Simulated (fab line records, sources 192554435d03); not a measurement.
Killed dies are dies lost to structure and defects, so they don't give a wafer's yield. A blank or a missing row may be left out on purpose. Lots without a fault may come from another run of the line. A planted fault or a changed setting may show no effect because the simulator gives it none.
Chamber matching | flow n5_finfet | N5_DUMMY_GATE_ALD_02 on ald_sin-04: 4 sister chambers
The step deposits SiO2, target thk 2 nm, pulse time 1 s. 8 wafers are shown with their chamber, then 7 later ones without.

WAFERS WITH THEIR CHAMBER
wafer  | chamber | heater_power_w (W) | precursor_pulse_height_rel
L078.3 | 2       | 433                | 1.028
L078.6 | 3       | 446                | 0.984
L083.3 | 0       | 372                | 0.986
L084.3 | 2       | 428                | 1.017
L084.4 | 1       | 446                | 1.000
L084.6 | 0       | 366                | 0.994
L089.2 | 1       | 466                | 0.979
L089.4 | 3       | 446                | 0.982

WAFERS WITHOUT THEIR CHAMBER
wafer  | heater_power_w (W) | precursor_pulse_height_rel
L089.5 | 427                | 1.039
L094.3 | 413                | 1.014
L094.5 | 449                | 1.003
L094.6 | 424                | 1.012
L095.1 | 377                | 1.053
L095.3 | 433                | 1.009
L095.6 | 463                | 1.002

WHICH CHAMBER EACH WENT THROUGH
wafer  | from the rows above          | in truth
L089.5 | 2                            | 2
L094.3 | 2                            | 2
L094.5 | can't be placed: 1 or 3 or 2 | 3
L094.6 | 2                            | 2
L095.1 | can't be placed: 0 or 2      | 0
L095.3 | can't be placed: 2 or 3      | 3
L095.6 | can't be placed: 1 or 3      | 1
Placed correctly: 3 of 7. Can't be placed from these rows: 4 (the true chamber is among the candidates in 4). Placed wrongly: 0.
How it was worked out, from the rows above alone: a wafer's distance from a chamber is the root of the sum, over the readings, of the square of ((its reading less the chamber's mean) divided by the reading's scatter). The wafer belongs to the nearest chamber; if the next one is less than 2 further off, it can't be placed. A chamber's mean is the mean of its shown wafers. The scatter: the root of (the sum of the squares of (reading less its chamber's mean) over the shown wafers, divided by (wafers less chambers)).
